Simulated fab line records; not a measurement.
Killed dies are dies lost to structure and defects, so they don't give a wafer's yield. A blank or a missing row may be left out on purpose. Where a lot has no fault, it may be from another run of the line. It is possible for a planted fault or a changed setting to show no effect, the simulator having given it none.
Chamber matching ; flow n5 finfet ; N5_DUMMY_GATE_DESCUM_20 on rie diel-02: 4 sister chambers
The step chemistry O2, time 6.2 s. 14 wafers are shown with their chamber, then 6 later ones without.

== WAFERS PAIRED WITH THEIR CHAMBERS ==
wafer;chamber;drypump motor current A (A);throttle valve pct (%);showerhead plenum p Torr (Torr)
L570.1;0;5.5;20.62;2.15
L570.3;3;6.0;20.89;2.12
L570.5;0;5.5;20.63;2.15
L571.2;1;5.3;20.03;2.07
L571.5;3;6.0;20.91;2.12
L571.6;2;6.2;20.49;1.97
L577.1;1;5.3;20.06;2.07
L577.4;0;5.5;20.64;2.15
L577.5;2;6.2;20.51;1.97
L578.2;1;5.4;20.06;2.07
L578.4;3;6.0;20.93;2.11
L578.5;3;6.0;20.92;2.11
L590.2;0;5.6;20.69;2.14
L590.3;2;6.2;20.18;2.23

SIGNATURES (means of the wafers above)
reading;chamber 0;chamber 1;chamber 2;chamber 3;scatter within a chamber
drypump motor current A;5.525;5.333;6.200;6.000;0.0376
throttle valve pct;20.6450;20.0500;20.3933;20.9125;0.0853
showerhead plenum p Torr;2.1475;2.0700;2.0567;2.1150;0.0673
Rule: a wafer's distance from a chamber is the root of the sum, over the readings, of the square of ((its reading less the chamber's mean) divided by the reading's scatter). The wafer belongs to the nearest chamber; if the next one is less than 2 further off, it can't be placed. The scatter is the square root of a quotient: the sum, over the shown wafers, of each reading's squared deviation from its chamber's mean, divided by wafers minus chambers.

== WAFERS WHOSE CHAMBER IS MISSING ==
wafer;drypump motor current A (A);throttle valve pct (%);showerhead plenum p Torr (Torr)
L591.2;6.2;20.18;2.22
L591.4;6.2;20.20;2.23
L591.5;5.3;20.09;2.06
L592.1;5.3;20.09;2.06
L592.4;6.0;20.97;2.10
L592.6;5.4;20.09;2.06

== CHAMBER TAKEN BY EACH ==
wafer;from the rows above;in truth
L591.2;2;2
L591.4;2;2
L591.5;1;1
L592.1;1;1
L592.4;3;3
L592.6;1;1
Placed correctly: 6 of 6. Not placeable from these rows: 0. Placed wrongly: 0.
